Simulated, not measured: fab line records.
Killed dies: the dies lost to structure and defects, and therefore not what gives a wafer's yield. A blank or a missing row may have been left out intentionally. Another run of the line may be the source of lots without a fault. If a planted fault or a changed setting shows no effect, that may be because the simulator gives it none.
Chamber matching | flow nand-harc | 4 sister chambers for NHARC_A_STAIRCASE_TRIM_220 on rie-diel-08
The step chemistry O2, time 211.2 s. 8 wafers are shown with their chamber, then 10 later ones without.

WAFERS PAIRED WITH THEIR CHAMBERS
wafer  | chamber | showerhead-plenum-p-Torr (Torr) | drypump-motor-current-A (A)
L078.2 | 3       | 3.33                            | 5.6
L080.1 | 1       | 3.49                            | 5.5
L080.3 | 2       | 3.39                            | 6.0
L083.1 | 2       | 3.38                            | 6.0
L083.3 | 1       | 3.48                            | 5.5
L083.6 | 0       | 3.33                            | 5.8
L085.1 | 0       | 3.32                            | 5.8
L085.4 | 3       | 3.32                            | 5.5

WAFERS WITH NO CHAMBER GIVEN
wafer  | showerhead-plenum-p-Torr (Torr) | drypump-motor-current-A (A)
L085.6 | 3.48                            | 5.5
L089.1 | 3.48                            | 5.5
L089.5 | 3.32                            | 5.8
L089.6 | 3.32                            | 5.5
L093.1 | 3.37                            | 6.0
L093.3 | 3.32                            | 5.8
L093.4 | 3.31                            | 5.5
L095.1 | 3.37                            | 6.0
L095.2 | 3.47                            | 5.5
L095.4 | 3.31                            | 5.6

WHICH CHAMBER EACH ONE RAN IN
wafer  | from the rows above | in truth
L085.6 | 1                   | 1
L089.1 | 1                   | 1
L089.5 | 0                   | 0
L089.6 | 3                   | 3
L093.1 | 2                   | 2
L093.3 | 0                   | 0
L093.4 | 3                   | 3
L095.1 | 2                   | 2
L095.2 | 1                   | 1
L095.4 | 3                   | 3
10 of 10 placed correctly. From these rows, 0 cannot be placed. Number placed wrongly: 0.
How it was worked out, from the rows above alone: a wafer's distance from a chamber is the root of the sum, over the readings, of the square of ((its reading less the chamber's mean) divided by the reading's scatter). If the next closest chamber is less than 2 further off than the closest, the wafer can't be placed; otherwise it belongs to the closest. For every chamber, the mean is computed from those of its wafers that are shown. The scatter: take each reading less its chamber's mean, square it, sum over the shown wafers, divide by the number of wafers less the number of chambers, and take the root.
